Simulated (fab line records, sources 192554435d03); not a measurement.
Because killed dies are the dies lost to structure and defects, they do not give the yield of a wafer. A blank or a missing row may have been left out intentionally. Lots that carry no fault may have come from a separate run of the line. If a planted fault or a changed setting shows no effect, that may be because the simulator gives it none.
Split-lot trial / flow n5-finfet / 21 wafers read from 7 lots, route of 1938 steps

THE SPLIT
At N5_BEOL_M6_COAT_64 (time 60 s, resist thk 12 nm), the setting spin-rpm was moved away from the recipe's 1500 rpm on 8 of the 21 wafers read, by -10.4% to +6.6%. For the rest of the wafers, this setting stayed at what the recipe calls for.

FROM THE SPLIT TO THE READING: what the file shows between them, 5 steps
- N5_BEOL_M6_EXPOSE_25: exposes mask V5, target cd 40 nm (also split here: dose-mj)
- N5_BEOL_M6_PEB_26: peb time 60 s
- N5_BEOL_M6_DEVELOP_27: develop time 30 s
- N5_BEOL_M6_DESCUM_33: chemistry O2, time 7 s
- N5_BEOL_M6_ETCH_72: etches underlayer in N2/H2, target depth 6.5 nm, time 5.2 s

THE READING
etch.depth-nm (the simulator's own value, which no gauge read), in nm, at N5_BEOL_M6_ETCH_65 (etches SiARC in CF4, target depth 15.6 nm, time 26 s). The file gives no usual value for it. The 13 wafers here that ran the recipe average 12.02 nm, standard deviation 0.039 nm.

wafer=L078.1; tool, chamber at the split=litho-track-05, 0; spin-rpm as run, rpm=1500; against the recipe=recipe; etch.depth-nm, nm=11.98; against lot-mates on the recipe=-
wafer=L078.4; tool, chamber at the split=litho-track-05, 0; spin-rpm as run, rpm=1500; against the recipe=recipe; etch.depth-nm, nm=11.98; against lot-mates on the recipe=-
wafer=L078.3; tool, chamber at the split=litho-track-05, 0; spin-rpm as run, rpm=1500; against the recipe=recipe; etch.depth-nm, nm=11.99; against lot-mates on the recipe=-
wafer=L081.1; tool, chamber at the split=litho-track-02, 0; spin-rpm as run, rpm=1500; against the recipe=recipe; etch.depth-nm, nm=12; against lot-mates on the recipe=-
wafer=L081.2; tool, chamber at the split=litho-track-02, 0; spin-rpm as run, rpm=1412; against the recipe=-5.9%; etch.depth-nm, nm=12.43; against lot-mates on the recipe=+0.43
wafer=L081.6; tool, chamber at the split=litho-track-02, 0; spin-rpm as run, rpm=1412; against the recipe=-5.9%; etch.depth-nm, nm=12.41; against lot-mates on the recipe=+0.41
wafer=L083.1; tool, chamber at the split=litho-track-01, 0; spin-rpm as run, rpm=1344; against the recipe=-10.4%; etch.depth-nm, nm=12.7; against lot-mates on the recipe=+0.71
wafer=L083.2; tool, chamber at the split=litho-track-01, 0; spin-rpm as run, rpm=1500; against the recipe=recipe; etch.depth-nm, nm=11.99; against lot-mates on the recipe=-
wafer=L083.6; tool, chamber at the split=litho-track-01, 0; spin-rpm as run, rpm=1344; against the recipe=-10.4%; etch.depth-nm, nm=12.69; against lot-mates on the recipe=+0.70
wafer=L084.1; tool, chamber at the split=litho-track-01, 0; spin-rpm as run, rpm=1500; against the recipe=recipe; etch.depth-nm, nm=12.06; against lot-mates on the recipe=-
wafer=L084.6; tool, chamber at the split=litho-track-01, 0; spin-rpm as run, rpm=1500; against the recipe=recipe; etch.depth-nm, nm=12.06; against lot-mates on the recipe=-
wafer=L084.5; tool, chamber at the split=litho-track-01, 0; spin-rpm as run, rpm=1500; against the recipe=recipe; etch.depth-nm, nm=12.1; against lot-mates on the recipe=-
wafer=L086.2; tool, chamber at the split=litho-track-01, 0; spin-rpm as run, rpm=1500; against the recipe=recipe; etch.depth-nm, nm=12.04; against lot-mates on the recipe=-
wafer=L086.4; tool, chamber at the split=litho-track-01, 0; spin-rpm as run, rpm=1395; against the recipe=-7.0%; etch.depth-nm, nm=12.49; against lot-mates on the recipe=+0.43
wafer=L086.6; tool, chamber at the split=litho-track-01, 0; spin-rpm as run, rpm=1500; against the recipe=recipe; etch.depth-nm, nm=12.08; against lot-mates on the recipe=-
wafer=L087.1; tool, chamber at the split=litho-track-02, 0; spin-rpm as run, rpm=1500; against the recipe=recipe; etch.depth-nm, nm=12.01; against lot-mates on the recipe=-
wafer=L087.3; tool, chamber at the split=litho-track-02, 0; spin-rpm as run, rpm=1599; against the recipe=+6.6%; etch.depth-nm, nm=11.65; against lot-mates on the recipe=-0.37
wafer=L087.5; tool, chamber at the split=litho-track-02, 0; spin-rpm as run, rpm=1500; against the recipe=recipe; etch.depth-nm, nm=12.03; against lot-mates on the recipe=-
wafer=L091.1; tool, chamber at the split=litho-track-05, 0; spin-rpm as run, rpm=1406; against the recipe=-6.3%; etch.depth-nm, nm=12.38; against lot-mates on the recipe=+0.38
wafer=L091.2; tool, chamber at the split=litho-track-05, 0; spin-rpm as run, rpm=1500; against the recipe=recipe; etch.depth-nm, nm=12; against lot-mates on the recipe=-
wafer=L091.5; tool, chamber at the split=litho-track-05, 0; spin-rpm as run, rpm=1406; against the recipe=-6.3%; etch.depth-nm, nm=12.4; against lot-mates on the recipe=+0.40

FIT RESULTS
A straight line over all 21 wafers: etch.depth-nm changes by -0.0629 nm for each +1% of spin-rpm; r = -0.99; the points scatter about the line by 0.036 nm.
The same after taking each lot's own level away (the mean of its wafers on the recipe; 21 wafers): -0.065 nm for each +1%; r = -1.00; scatter 0.024 nm.
Per that fit: largest spin-rpm move, reading shift of 0.68 nm.
Measured against the standard deviation above, the lots' own levels, which go from 11.983 to 12.073 nm, span 2.3 times it.
Consequently the slope shifts little with the lot-to-lot level, the two slopes agreeing.
Check: for one of the wafers moved furthest among these (-10.4%), held out of the fit, the line's prediction against its lot-mates is +0.673 nm. It came out at +0.71 nm against them.

THE OTHER SPLITS THESE WAFERS WENT THROUGH
Other splits were also applied to these wafers ahead of the reading. Each is held against what the fit with the lots' levels taken away leaves over:
other split on the same wafers=N5_BEOL_M5_EXPOSE_25 dose-mj; wafers away from the commonest value=7; r with etch.depth-nm (lot level and that fit taken away)=-0.08
other split on the same wafers=N5_BEOL_M6_EXPOSE_25 dose-mj; wafers away from the commonest value=4; r with etch.depth-nm (lot level and that fit taken away)=+0.23

THE WHOLE CHAIN: every reading that the file lists as answering this split, in the file's order
step=N5_BEOL_M6_COAT_64; what it does=time 60 s, resist thk 12 nm; reading=SiARC_of_BEOL_M6_COAT_64.thk-nm (the simulator's own value, which no gauge read); change (the file's fit)=-0.0603 nm for each +1% of the setting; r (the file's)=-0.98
step=N5_BEOL_M6_ETCH_65; what it does=etches SiARC in CF4, target depth 15.6 nm, time 26 s; reading=etch.depth-nm (the simulator's own value, which no gauge read); change (the file's fit)=-0.0642 nm for each +1% of the setting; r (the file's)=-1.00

THE FILE'S OWN FIT
etch.depth-nm changes by -0.0642 nm for each +1% of spin-rpm, r = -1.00.
